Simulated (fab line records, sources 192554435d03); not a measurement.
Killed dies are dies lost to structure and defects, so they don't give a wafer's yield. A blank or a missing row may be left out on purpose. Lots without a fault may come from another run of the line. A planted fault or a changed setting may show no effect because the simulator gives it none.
Split-lot experiment | flow n5_finfet | 7 lots, 39 wafers read, on a route of 1938 steps

THE SPLIT
At N5_DUMMY_GATE_ETCH_32 (etches SiO2 in CF4, target depth 3.5 nm, time 3.9 s), the setting time_s was moved away from the recipe's 3.9 s on 12 of the 39 wafers read, by -11.2% to +24.0%. The other wafers ran this setting at the recipe's value.

The reading is taken at the split's own step.

THE READING
etch.depth_nm (the simulator's own value, which no gauge read), in nm, at N5_DUMMY_GATE_ETCH_32 (etches SiO2 in CF4, target depth 3.5 nm, time 3.9 s). The file gives no usual value for it. The 27 wafers here that ran the recipe average 3.522 nm, standard deviation 0.078 nm.

wafer  | tool, chamber at the split | time_s as run, s | against the recipe | etch.depth_nm, nm | against lot-mates on the recipe
L077.3 | rie_si-02, 1               | 3.9              | recipe             | 3.496             | -
L077.4 | rie_si-02, 3               | 3.9              | recipe             | 3.588             | -
L077.5 | rie_si-02, 0               | 3.9              | recipe             | 3.527             | -
L082.1 | rie_si-05, 3               | 3.9              | recipe             | 3.318             | -
L082.2 | rie_si-05, 1               | 3.9              | recipe             | 3.495             | -
L082.3 | rie_si-05, 2               | 3.9              | recipe             | 3.578             | -
L082.4 | rie_si-05, 0               | 3.9              | recipe             | 3.549             | -
L082.5 | rie_si-05, 1               | 3.9              | recipe             | 3.488             | -
L082.6 | rie_si-05, 2               | 3.9              | recipe             | 3.538             | -
L083.1 | rie_si-05, 1               | 3.9              | recipe             | 3.508             | -
L083.2 | rie_si-05, 2               | 3.9              | recipe             | 3.601             | -
L083.3 | rie_si-05, 3               | 3.63             | -6.9%              | 3.143             | -0.436
L083.4 | rie_si-05, 0               | 3.63             | -6.9%              | 3.342             | -0.237
L083.5 | rie_si-05, 2               | 3.9              | recipe             | 3.629             | -
L083.6 | rie_si-05, 1               | 3.63             | -6.9%              | 3.277             | -0.302
L085.1 | rie_si-02, 3               | 3.464            | -11.2%             | 3.188             | -0.351
L085.2 | rie_si-02, 0               | 3.9              | recipe             | 3.492             | -
L085.3 | rie_si-02, 2               | 3.9              | recipe             | 3.598             | -
L085.4 | rie_si-02, 1               | 3.464            | -11.2%             | 3.122             | -0.417
L085.5 | rie_si-02, 0               | 3.9              | recipe             | 3.526             | -
L085.6 | rie_si-02, 1               | 3.464            | -11.2%             | 3.089             | -0.450
L086.1 | rie_si-05, 1               | 3.9              | recipe             | 3.475             | -
L086.2 | rie_si-05, 3               | 3.9              | recipe             | 3.316             | -
L086.3 | rie_si-05, 0               | 3.9              | recipe             | 3.576             | -
L086.4 | rie_si-05, 2               | 3.9              | recipe             | 3.585             | -
L086.5 | rie_si-05, 1               | 3.9              | recipe             | 3.507             | -
L086.6 | rie_si-05, 0               | 3.9              | recipe             | 3.583             | -
L094.1 | rie_si-02, 3               | 3.9              | recipe             | 3.585             | -
L094.2 | rie_si-02, 0               | 4.442            | +13.9%             | 4.006             | +0.456
L094.3 | rie_si-02, 1               | 3.9              | recipe             | 3.513             | -
L094.4 | rie_si-02, 2               | 4.442            | +13.9%             | 4.176             | +0.626
L094.5 | rie_si-02, 2               | 4.442            | +13.9%             | 4.19              | +0.640
L094.6 | rie_si-02, 1               | 3.9              | recipe             | 3.553             | -
L095.1 | rie_si-05, 3               | 3.9              | recipe             | 3.38              | -
L095.2 | rie_si-05, 2               | 4.835            | +24.0%             | 4.486             | +0.994
L095.3 | rie_si-05, 0               | 3.9              | recipe             | 3.601             | -
L095.4 | rie_si-05, 1               | 3.9              | recipe             | 3.494             | -
L095.5 | rie_si-05, 0               | 4.835            | +24.0%             | 4.456             | +0.964
L095.6 | rie_si-05, 1               | 4.835            | +24.0%             | 4.375             | +0.883

THE FIT
A straight line over all 39 wafers: etch.depth_nm changes by +0.0387 nm for each +1% of time_s; r = +0.97; the points scatter about the line by 0.08 nm.
The same after taking each lot's own level away (the mean of its wafers on the recipe; 39 wafers): +0.0398 nm for each +1%; r = +0.98; scatter 0.075 nm.
On that fit, the largest move of time_s shifts the reading by 0.95 nm.
The lots' own levels span 3.4917 to 3.5793 nm, that is 1.1 times the standard deviation above.
So the lot-to-lot level changes the slope little: the two slopes agree.
Check: with one of the wafers moved furthest among these (+24.0%) left out of the fit, the line predicts +0.944 nm for it against its lot-mates. It came out at +0.994 nm against them.

OTHER SPLITS ON THESE WAFERS
These wafers also went through other splits before the reading. Each is held against what the fit with the lots' levels taken away leaves over:
other split on the same wafers       | wafers away from the commonest value | r with etch.depth_nm (lot level and that fit taken away)
N5_WELL_APT_IMPLANT_15 energy_kev    | 9                                    | +0.07
N5_WELL_APT_EXPOSE_22 dose_mj        | 18                                   | -0.06
N5_WELL_APT_IMPLANT_31 energy_kev    | 12                                   | +0.42
N5_DUMMY_GATE_HM_DEP_06 time_s       | 24                                   | +0.08
N5_DUMMY_GATE_ETCH_31 target_depth_a | 9                                    | -0.07

THE FILE'S OWN FIT
etch.depth_nm changes by +0.0398 nm for each +1% of time_s, r = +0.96.
